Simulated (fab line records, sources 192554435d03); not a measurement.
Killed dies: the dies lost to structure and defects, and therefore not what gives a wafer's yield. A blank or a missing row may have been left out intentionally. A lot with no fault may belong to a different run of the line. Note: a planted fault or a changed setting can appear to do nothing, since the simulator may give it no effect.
Which tool is to blame? -- flow n5-finfet -- 10 lots with 26 wafers sampled at 5 steps, on a route of 1938 steps

WHAT THE GAUGES READ, wafer by wafer
N5_HKMG_FIN_INSPECT_61: inspects for defects (macro).
lot,measured,on,raw-defect-count
L565,day 3 23:38,defect-inspect-02,4 3 6
L566,day 4 04:53,defect-inspect-01,0 0 3
L567,day 4 15:59,defect-inspect-01,1 3 0
L572,day 5 18:32,defect-inspect-01,3
L573,day 5 22:49,defect-inspect-01,1 1 1
L574,day 6 04:45,defect-inspect-02,2
L576,day 6 18:27,defect-inspect-01,3 1 2
L578,day 7 05:23,defect-inspect-02,1 2 4
L586,day 9 09:11,defect-inspect-01,1 2 2
L588,day 9 19:24,defect-inspect-02,0 1 3

N5_BEOL_M4_RC_MEAS_101.
lot,measured,on,DIBL_N (mV/V),DIBL_P (mV/V),IOFF_N (nA/um),IOFF_P (nA/um),ION_N (uA/um),ION_P (uA/um),SS_N (mV/dec),SS_P (mV/dec),VT_N (mV),VT_P (mV)
L565,day 7 20:11,prober-02,36.5 37.0 37.2,35.4 36.7 36.3,0.134 0.155 0.149,0.171 0.186 0.185,664 688 660,453 458 451,71.2 70.7 70.8,73.7 73.7 73.2,250.4 248.1 251.0,-256.0 -253.7 -256.5
L566,day 8 09:56,prober-01,37.4 38.5 36.1,35.4 37.0 33.7,0.145 0.171 0.129,0.213 0.250 0.190,671 678 659,465 470 459,70.9 71.7 71.3,73.9 74.0 73.2,251.9 249.3 254.3,-249.3 -245.5 -250.1
L567,day 8 12:26,prober-02,35.8 36.0 35.8,37.5 37.2 36.9,0.165 0.168 0.166,0.224 0.219 0.208,677 682 687,471 467 467,71.8 71.8 70.9,73.8 73.6 73.2,249.6 247.4 248.3,-249.5 -249.8 -250.5
L572,day 9 23:02,prober-01,39.0,39.0,0.219,0.242,694,469,72.1,73.2,242.9,-249.2
L573,day 9 21:47,prober-01,35.3 35.9 35.8,38.5 37.9 37.8,0.150 0.158 0.153,0.253 0.246 0.246,665 671 669,468 469 462,71.6 71.8 71.8,73.5 74.0 73.8,251.1 251.9 252.0,-244.9 -246.6 -245.0
L574,day 10 01:30,prober-01,38.6,36.6,0.188,0.254,675,465,71.8,73.6,245.4,-248.3
L576,day 10 18:33,prober-01,35.4 36.5 34.9,35.3 37.1 34.9,0.159 0.188 0.156,0.232 0.260 0.230,683 695 667,478 477 460,72.0 72.6 72.1,73.2 73.9 73.2,249.1 244.5 248.4,-247.9 -246.2 -246.7
L578,day 11 04:34,prober-01,31.7 33.6 34.8,32.8 35.4 36.4,0.103 0.128 0.140,0.155 0.193 0.198,652 664 672,451 465 470,70.7 70.8 70.8,71.8 72.8 73.1,256.0 252.9 250.1,-251.5 -250.6 -249.8
L586,day 13 03:38,prober-02,35.1 34.7 35.5,34.9 34.4 35.5,0.159 0.146 0.157,0.175 0.169 0.187,681 674 667,458 457 455,71.7 71.1 71.8,73.1 73.1 72.9,250.2 249.3 249.2,-254.8 -252.5 -254.0
L588,day 13 15:23,prober-02,37.4 36.6 37.8,37.1 36.1 36.8,0.184 0.164 0.174,0.225 0.212 0.218,675 674 678,464 457 459,71.4 71.6 71.2,73.8 73.7 74.1,246.9 251.0 249.6,-250.5 -251.4 -249.9

EACH LOT AND THE TOOL THAT RAN IT (in order: tool; ch and the chambers of the sampled wafers; start)
lot,N5_HKMG_FIN_ALD_75,N5_HKMG_FIN_ETCH_58,N5_HKMG_FIN_CVD_62
L565,"ald-hk-01 ch 1,2,3, day 3 23:07","rie-diel-02 ch 2,3, day 3 23:58","thermal-cvd-si-02 ch 0,1, day 4 01:24"
L566,"ald-hk-03 ch 0,1,3, day 4 04:29","rie-diel-04 ch 2,3, day 4 05:22","thermal-cvd-si-01 ch 1,2, day 4 07:02"
L567,"ald-hk-01 ch 1,2, day 4 15:35","rie-diel-04 ch 0,2,3, day 4 16:37","thermal-cvd-si-02 ch 0,1,2, day 4 17:52"
L572,"ald-hk-03 ch 2, day 5 18:08","rie-diel-04 ch 3, day 5 19:05","thermal-cvd-si-01 ch 1, day 5 20:21"
L573,"ald-hk-03 ch 0,2, day 5 22:18","rie-diel-01 ch 1,2, day 5 23:10","thermal-cvd-si-02 ch 0,1, day 6 00:35"
L574,"ald-hk-03 ch 1, day 6 04:23","rie-diel-04 ch 3, day 6 05:40","thermal-cvd-si-01 ch 1, day 6 07:02"
L576,"ald-hk-02 ch 0,1,3, day 6 17:56","rie-diel-02 ch 0,1,3, day 6 18:53","thermal-cvd-si-01 ch 1,2, day 6 20:18"
L578,"ald-hk-02 ch 0,1,2, day 7 04:52","rie-diel-02 ch 1,2, day 7 05:44","thermal-cvd-si-01 ch 1,2, day 7 07:12"
L586,"ald-hk-03 ch 1,2,3, day 9 08:40","rie-diel-01 ch 0,3, day 9 09:31","thermal-cvd-si-01 ch 0,1,2, day 9 10:58"
L588,"ald-hk-01 ch 0,1,3, day 9 18:53","rie-diel-02 ch 1,2,3, day 9 20:10","thermal-cvd-si-01 ch 0,1, day 9 21:35"
- N5_HKMG_FIN_ALD_75: deposits Al2O3, target thk 1 nm, co reactant pulse time 1 s.
- N5_HKMG_FIN_ETCH_58: etches SOC in N2/H2, target depth 215.8 nm, time 741 s.
- N5_HKMG_FIN_CVD_62: deposits a-Si from Si2H6, target thk 3 nm, time 20.8 s.

WHAT THE TOOLS THEMSELVES READ (means of the sampled wafers that have a number; where no wafer has one, the mark that the record gives instead)
N5_HKMG_FIN_ALD_75.
lot,tool,heater-power-w (W),precursor-pulse-height-rel,susceptor-temp-C (C)
L565,ald-hk-01,158,1.010,150.07
L566,ald-hk-03,133,0.992,150.06
L567,ald-hk-01,157,0.999,150.02
L572,ald-hk-03,141,1.037,149.93
L573,ald-hk-03,140,0.995,150.06
L574,ald-hk-03,136,1.027,150.13
L576,ald-hk-02,156,1.017,150.08
L578,ald-hk-02,156,1.010,150.01
L586,ald-hk-03,134,0.983,149.93
L588,ald-hk-01,169,1.002,150.19

N5_HKMG_FIN_ETCH_58.
lot,tool,bias-w (W),drypump-motor-current-A (A),oes-product-au (a.u.),rf-vpp-V (V),run-length-s (s),showerhead-plenum-p-Torr (Torr),throttle-valve-pct (%)
L565,rie-diel-02,13.04,5.0,0.76,98.2,764.0,2.48,17.97
L566,rie-diel-04,13.05,5.5,0.81,99.9,764.2,2.60,18.05
L567,rie-diel-04,13.01,5.5,0.86,99.8,764.3,2.61,18.06
L572,rie-diel-04,-,5.4,0.85,100.2,647.3,2.58,17.86
L573,rie-diel-01,12.97,5.9,0.86,99.0,764.4,2.54,17.71
L574,rie-diel-04,-,5.4,0.84,99.9,647.0,2.58,17.88
L576,rie-diel-02,13.02,5.3,0.83,98.1,764.2,2.52,17.72
L578,rie-diel-02,13.00,5.1,0.80,97.8,763.6,2.45,17.86
L586,rie-diel-01,13.01,6.1,0.87,99.8,764.1,2.65,18.01
L588,rie-diel-02,12.97,5.1,0.77,99.1,764.4,2.48,17.83

N5_HKMG_FIN_CVD_62.
lot,tool,heater-power-w (W),susceptor-temp-C (C)
L565,thermal-cvd-si-02,1319,500.02
L566,thermal-cvd-si-01,1457,499.91
L567,thermal-cvd-si-02,1315,499.83
L572,thermal-cvd-si-01,1429,500.23
L573,thermal-cvd-si-02,1347,499.89
L574,thermal-cvd-si-01,1454,500.17
L576,thermal-cvd-si-01,1441,499.89
L578,thermal-cvd-si-01,1449,500.04
L586,thermal-cvd-si-01,1575,500.11
L588,thermal-cvd-si-01,1569,499.94

THE ANSWER, worked out from the rows above alone
Rule: the usual values come from the lots themselves. Put in order of their means at a reading, lots are off if they are a third of the lots or fewer, leave a main group of 4 or more, and stand apart from it by a gap of 3 or more times the standard deviation of the main group's means; of several such gaps the widest counts. A main group whose means are all the same, to the digits that the tables above print for the reading, isn't used. A lot without any number at a reading at which 4 lots or more have one is off too. All remaining lots with rows at the step are treated as sound. The gauges are gone through in route order, then the tools' own readings, and for those a lot's mean is taken as printed above. The first step at which some lot is off is used, and at that step the reading that is off furthest; a lot without a number counts as furthest.
Off at N5_HKMG_FIN_ETCH_58 (bias-w): L572, L574. Without a number there: L572, L574. For the main group the mean is 13.01 W and the standard deviation 0.027.
If a tool, at that step or one of the process steps before it, ran each lot that is off and ran no sound lot following the first of them, it fits. One fits: N5_HKMG_FIN_ETCH_58 on rie-diel-04. A fault onset in the window from L567 (day 4 16:37, its last sound lot) to L572 (day 5 19:05, its first lot off) fits.
On the lots that are off, the tool's own readings at N5_HKMG_FIN_ETCH_58 differ by more than 5 times the standard deviation of the sound lots' means, which bears it out; run-length-s reads 647.1 s there versus 764.1 s on the sound lots.
Blank at N5_HKMG_FIN_ETCH_58 on the lots that are off, where sound lots have numbers: bias-w.

WHAT THE SIMULATOR PUT IN
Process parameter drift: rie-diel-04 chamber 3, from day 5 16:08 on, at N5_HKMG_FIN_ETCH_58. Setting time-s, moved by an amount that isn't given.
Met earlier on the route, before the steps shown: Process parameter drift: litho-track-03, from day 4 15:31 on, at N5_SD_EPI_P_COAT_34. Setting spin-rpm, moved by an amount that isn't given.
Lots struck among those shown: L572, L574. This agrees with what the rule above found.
